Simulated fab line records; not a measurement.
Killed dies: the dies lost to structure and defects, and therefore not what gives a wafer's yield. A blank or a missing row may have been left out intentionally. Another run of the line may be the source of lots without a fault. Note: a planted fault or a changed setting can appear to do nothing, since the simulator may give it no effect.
The same fault as seen by 2 desks | flow n5 finfet | numbers are kept per desk, each desk with only its own; the story behind them comes last

AT THE TOOL OWNER'S DESK: ald metal-02
The tool's own readings at N5_BEOL_M4_ALD_84 (deposits TaN, pulse time 2 s, purge time 3 s, co reactant purge time 2 s): means of the sampled wafers that have a number, for each lot that ran on this tool. Any lot whose mean is over 4 standard deviations away from the usual mean is out of limits and marked OUT; that distance is given in the brackets.
Columns: A = heater power w at N5_BEOL_M4_ALD_84, usual 436 W; B = precursor vessel carrier sccm at N5_BEOL_M4_ALD_84, usual 1000 sccm
lot  | first seen here | A   | B
L427 | day 8 23:54     | 381 | 1000
L428 | day 9 12:38     | 470 | 997
L429 | day 9 15:55     | 448 | 1001
L430 | day 9 19:08     | 458 | 1001
L442 | day 12 21:40    | 497 | 999
This desk found nothing out of limits on any of the 5 lots.

FROM THE METROLOGY DESK
Lot by lot, what the gauges showed, no matter which tool ran the lot: averages of those sampled wafers that carry a number. Any lot whose mean is over 4 standard deviations away from the usual mean is out of limits and marked OUT; that distance is given in the brackets. It has 10 readings; the 7 that lie furthest out on some lot are the ones shown.
Columns: A = DIBL_N at N5_BEOL_M4_RC_MEAS_101, usual 36.5 mV/V; B = DIBL_P at N5_BEOL_M4_RC_MEAS_101, usual 36.5 mV/V; C = IOFF_P at N5_BEOL_M4_RC_MEAS_101, usual 0.219 nA/um; D = ION_N at N5_BEOL_M4_RC_MEAS_101, usual 675 uA/um; E = SS_N at N5_BEOL_M4_RC_MEAS_101, usual 71.5 mV/dec; F = SS_P at N5_BEOL_M4_RC_MEAS_101, usual 73.4 mV/dec; G = VT_P at N5_BEOL_M4_RC_MEAS_101, usual -250 mV
lot  | first seen here | A    | B    | C     | D   | E    | F    | G
L427 | day 9 09:45     | 36.4 | 35.3 | 0.195 | 676 | 71.5 | 73.4 | -254
L428 | day 9 16:14     | 34.3 | 34.3 | 0.179 | 676 | 71.6 | 72.8 | -251
L429 | day 9 21:19     | 36.3 | 35.9 | 0.195 | 671 | 71.4 | 73.2 | -251
L430 | day 9 22:42     | 35.1 | 34.3 | 0.223 | 671 | 71.5 | 72.8 | -247
L438 | day 11 22:12    | 34.9 | 34.7 | 0.195 | 670 | 70.8 | 73.0 | -251
L439 | day 12 07:55    | 37.3 | 37.9 | 0.251 | 681 | 71.7 | 73.6 | -247
L442 | day 13 02:41    | 38.4 | 37.8 | 0.244 | 677 | 71.4 | 74.2 | -247
L444 | day 13 22:22    | 34.7 | 36.4 | 0.210 | 677 | 71.5 | 73.1 | -249
L445 | day 14 04:43    | 36.2 | 35.4 | 0.219 | 664 | 72.1 | 73.3 | -250
This desk found nothing out of limits on any of the 9 lots.

ALL TOGETHER
The desk of the tool owner found nothing out of limits.
Metrology desk: nothing out of limits seen.

WHAT WAS PUT IN BY THE SIMULATOR
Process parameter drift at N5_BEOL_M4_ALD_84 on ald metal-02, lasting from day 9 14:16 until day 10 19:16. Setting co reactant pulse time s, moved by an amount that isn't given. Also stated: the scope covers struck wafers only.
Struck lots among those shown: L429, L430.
